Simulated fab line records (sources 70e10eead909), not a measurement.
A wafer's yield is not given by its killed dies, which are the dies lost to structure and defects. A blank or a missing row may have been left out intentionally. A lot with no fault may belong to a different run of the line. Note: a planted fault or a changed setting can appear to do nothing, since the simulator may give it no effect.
Chamber matching :: flow nand-harc :: NHARC_P_CONTACT_ETCH_36 on rie-diel-11: 4 sister chambers
The step etches the open film in N2/H2, target depth 260 nm, time 406.25 s. 14 wafers are shown with their chamber, then 7 later ones without.

== EACH WAFER AND ITS CHAMBER ==
wafer: L320.2
chamber: 0
showerhead-plenum-p-Torr (Torr): 1.96
drypump-motor-current-A (A): 6.4
rf-vpp-V (V): 428.6

wafer: L320.5
chamber: 3
showerhead-plenum-p-Torr (Torr): 2.00
drypump-motor-current-A (A): 5.4
rf-vpp-V (V): 428.9

wafer: L320.6
chamber: 0
showerhead-plenum-p-Torr (Torr): 1.96
drypump-motor-current-A (A): 6.4
rf-vpp-V (V): 428.9

wafer: L323.1
chamber: 1
showerhead-plenum-p-Torr (Torr): 2.07
drypump-motor-current-A (A): 6.6
rf-vpp-V (V): 431.2

wafer: L323.2
chamber: 2
showerhead-plenum-p-Torr (Torr): 2.16
drypump-motor-current-A (A): 6.0
rf-vpp-V (V): 433.8

wafer: L323.3
chamber: 0
showerhead-plenum-p-Torr (Torr): 1.96
drypump-motor-current-A (A): 6.4
rf-vpp-V (V): 428.5

wafer: L325.1
chamber: 1
showerhead-plenum-p-Torr (Torr): 2.07
drypump-motor-current-A (A): 6.6
rf-vpp-V (V): 431.8

wafer: L325.2
chamber: 3
showerhead-plenum-p-Torr (Torr): 2.00
drypump-motor-current-A (A): 5.4
rf-vpp-V (V): 429.3

wafer: L325.6
chamber: 3
showerhead-plenum-p-Torr (Torr): 2.00
drypump-motor-current-A (A): 5.3
rf-vpp-V (V): 429.0

wafer: L326.2
chamber: 1
showerhead-plenum-p-Torr (Torr): 2.07
drypump-motor-current-A (A): 6.6
rf-vpp-V (V): 431.1

wafer: L327.2
chamber: 1
showerhead-plenum-p-Torr (Torr): 2.07
drypump-motor-current-A (A): 6.6
rf-vpp-V (V): 430.3

wafer: L327.3
chamber: 0
showerhead-plenum-p-Torr (Torr): 1.96
drypump-motor-current-A (A): 6.4
rf-vpp-V (V): 430.2

wafer: L340.1
chamber: 3
showerhead-plenum-p-Torr (Torr): 1.99
drypump-motor-current-A (A): 5.3
rf-vpp-V (V): 429.0

wafer: L340.2
chamber: 0
showerhead-plenum-p-Torr (Torr): 1.96
drypump-motor-current-A (A): 6.3
rf-vpp-V (V): 429.2

SIGNATURES (means of the wafers above)
reading: showerhead-plenum-p-Torr
chamber 0: 1.9600
chamber 1: 2.0700
chamber 2: 2.1600
chamber 3: 1.9975
scatter within a chamber: 0.00274

reading: drypump-motor-current-A
chamber 0: 6.380
chamber 1: 6.600
chamber 2: 6.000
chamber 3: 5.350
scatter within a chamber: 0.0424

reading: rf-vpp-V
chamber 0: 429.080
chamber 1: 431.100
chamber 2: 433.800
chamber 3: 429.050
scatter within a chamber: 0.557
Rule: distance of a wafer from a chamber = root of the sum over the readings of ((wafer's reading minus chamber's mean) / reading's scatter) squared. The wafer belongs to the nearest chamber; if the next one is less than 2 further off, it can't be placed. How the scatter is found: for the shown wafers, subtract from each reading the mean of its chamber, square and add these, divide the total by (wafers less chambers), then take the root.

== WAFERS WITH NO CHAMBER GIVEN ==
wafer: L340.5
showerhead-plenum-p-Torr (Torr): 1.99
drypump-motor-current-A (A): 5.4
rf-vpp-V (V): 429.2

wafer: L342.1
showerhead-plenum-p-Torr (Torr): 2.16
drypump-motor-current-A (A): 6.0
rf-vpp-V (V): 433.9

wafer: L342.2
showerhead-plenum-p-Torr (Torr): 2.07
drypump-motor-current-A (A): 6.5
rf-vpp-V (V): 431.2

wafer: L342.4
showerhead-plenum-p-Torr (Torr): 1.99
drypump-motor-current-A (A): 5.3
rf-vpp-V (V): 429.6

wafer: L341.2
showerhead-plenum-p-Torr (Torr): 2.16
drypump-motor-current-A (A): 6.0
rf-vpp-V (V): 433.3

wafer: L341.3
showerhead-plenum-p-Torr (Torr): 1.99
drypump-motor-current-A (A): 5.3
rf-vpp-V (V): 429.7

wafer: L341.6
showerhead-plenum-p-Torr (Torr): 2.16
drypump-motor-current-A (A): 6.0
rf-vpp-V (V): 434.6

== WHICH CHAMBER EACH WENT THROUGH ==
wafer: L340.5
from the rows above: 3
in truth: 3

wafer: L342.1
from the rows above: 2
in truth: 2

wafer: L342.2
from the rows above: 1
in truth: 1

wafer: L342.4
from the rows above: 3
in truth: 3

wafer: L341.2
from the rows above: 2
in truth: 2

wafer: L341.3
from the rows above: 3
in truth: 3

wafer: L341.6
from the rows above: 2
in truth: 2
7 of 7 placed correctly. Number that these rows cannot place: 0. Wrongly placed: 0.
